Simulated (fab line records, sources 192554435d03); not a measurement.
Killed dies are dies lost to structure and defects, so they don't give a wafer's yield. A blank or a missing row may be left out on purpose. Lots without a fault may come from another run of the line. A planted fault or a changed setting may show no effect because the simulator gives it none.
Chamber matching | flow n5_finfet | N5_BEOL_M14_VIA_ETCH_16 on rie_diel-02: 4 sister chambers
The step etches SiO2 in C4F8/O2/Ar, target depth 1231.3 nm. 4 wafers are shown with their chamber, then 8 later ones without.

WAFERS WITH THEIR CHAMBER
wafer  | chamber | rf_vpp_V (V)
L082.4 | 1       | 2247
L086.4 | 2       | 2250
L086.5 | 3       | 2201
L096.1 | 0       | 2210

WAFERS WITHOUT THEIR CHAMBER
wafer  | rf_vpp_V (V)
L096.3 | 2247
L096.5 | 2251
L095.3 | 2210
L095.5 | 2200
L095.6 | 2210
L097.2 | 2245
L097.3 | 2210
L097.4 | 2201

WHICH CHAMBER EACH WENT THROUGH
wafer  | from the rows above | in truth
L096.3 | 1                   | 1
L096.5 | 2                   | 2
L095.3 | 0                   | 0
L095.5 | 3                   | 3
L095.6 | 0                   | 0
L097.2 | 1                   | 1
L097.3 | 0                   | 0
L097.4 | 3                   | 3
Placed correctly: 8 of 8. Can't be placed from these rows: 0. Placed wrongly: 0.
How it was worked out, from the rows above alone: a wafer's distance from a chamber is the root of the sum, over the readings, of the square of ((its reading less the chamber's mean) divided by the reading's scatter). The wafer belongs to the nearest chamber; if the next one is less than 2 further off, it can't be placed. A chamber's mean is the mean of its shown wafers. The scatter: with one shown wafer a chamber, the root of the mean of the squares of how far each hidden wafer lies from its nearest shown one.
